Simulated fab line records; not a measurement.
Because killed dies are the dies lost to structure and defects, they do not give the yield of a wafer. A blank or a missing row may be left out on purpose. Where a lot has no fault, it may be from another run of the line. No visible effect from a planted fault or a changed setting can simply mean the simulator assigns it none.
Chamber matching -- flow n5_finfet -- 3 sister chambers for N5_BEOL_M3_DEP_57 on pecvd-04
The step deposits SiCN from 3MS/NH3, target thk 8 nm, time 14 s. 6 wafers are shown with their chamber, then 10 later ones without.

## WAFERS PAIRED WITH THEIR CHAMBERS
wafer,chamber,throttle_valve_pct (%),showerhead_plenum_p_Torr (Torr)
L088.6,0,8.6,3.698
L087.1,2,8.1,3.657
L087.2,1,9.3,3.699
L087.3,0,8.5,3.680
L089.1,1,9.5,3.697
L089.2,2,7.8,3.661

## WAFERS WHOSE CHAMBER IS MISSING
wafer,throttle_valve_pct (%),showerhead_plenum_p_Torr (Torr)
L089.3,8.7,3.682
L089.4,9.4,3.692
L089.5,8.7,3.684
L089.6,7.9,3.671
L092.1,8.0,3.664
L092.2,8.9,3.680
L092.3,9.6,3.699
L096.2,7.9,3.660
L096.3,9.7,3.691
L096.6,8.5,3.683

## EACH ONE'S CHAMBER
wafer,from the rows above,in truth
L089.3,0,0
L089.4,1,1
L089.5,0,0
L089.6,2,2
L092.1,2,2
L092.2,can't be placed: 0 or 1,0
L092.3,1,1
L096.2,2,2
L096.3,1,1
L096.6,0,0
Correctly placed: 9 of 10. From these rows, 1 cannot be placed; in 1 the true chamber is one of the candidates. Wrongly placed: 0.
How it was worked out, from the rows above alone: a wafer's distance from a chamber is the root of the sum, over the readings, of the square of ((its reading less the chamber's mean) divided by the reading's scatter). If the next closest chamber is less than 2 further off than the closest, the wafer can't be placed; otherwise it belongs to the closest. Each chamber's mean is taken over the wafers shown for it. The scatter: the root of (the sum of the squares of (reading less its chamber's mean) over the shown wafers, divided by (wafers less chambers)).
